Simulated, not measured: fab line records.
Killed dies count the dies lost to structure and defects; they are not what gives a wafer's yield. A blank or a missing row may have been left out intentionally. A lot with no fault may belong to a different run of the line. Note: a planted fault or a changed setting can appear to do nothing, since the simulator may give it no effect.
Chamber matching / flow n5 finfet / N5_GATE_CUT_CMP_43 on cmp-03: 4 sister chambers
The step polishes SiO2. 4 wafers are shown with their chamber, then 7 later ones without.

WAFERS, EACH WITH ITS CHAMBER
wafer=L079.1; chamber=1; motor current A (A)=13.8
wafer=L081.5; chamber=3; motor current A (A)=12.5
wafer=L082.1; chamber=2; motor current A (A)=13.0
wafer=L082.4; chamber=0; motor current A (A)=12.3

WAFERS MISSING THEIR CHAMBER
wafer=L082.6; motor current A (A)=13.7
wafer=L083.1; motor current A (A)=13.7
wafer=L083.4; motor current A (A)=12.3
wafer=L083.5; motor current A (A)=12.8
wafer=L090.2; motor current A (A)=12.5
wafer=L090.3; motor current A (A)=12.5
wafer=L090.6; motor current A (A)=13.2

THE CHAMBER EACH PASSED THROUGH
wafer=L082.6; from the rows above=1; in truth=1
wafer=L083.1; from the rows above=1; in truth=1
wafer=L083.4; from the rows above=can't be placed: 0 or 3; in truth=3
wafer=L083.5; from the rows above=can't be placed: 2 or 3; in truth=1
wafer=L090.2; from the rows above=can't be placed: 3 or 0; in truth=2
wafer=L090.3; from the rows above=can't be placed: 3 or 0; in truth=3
wafer=L090.6; from the rows above=2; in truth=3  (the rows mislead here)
Placed correctly: 2 of 7. These rows do not allow placing 4 (true chamber among the candidates in 2). Number placed wrongly: 1.
How it was worked out, from the rows above alone: a wafer's distance from a chamber is the root of the sum, over the readings, of the square of ((its reading less the chamber's mean) divided by the reading's scatter). If the next closest chamber is less than 2 further off than the closest, the wafer can't be placed; otherwise it belongs to the closest. A chamber's mean is the mean of its shown wafers. The scatter (one wafer shown for each chamber): square how far every hidden wafer sits from the nearest shown wafer, average those squares and take the square root.
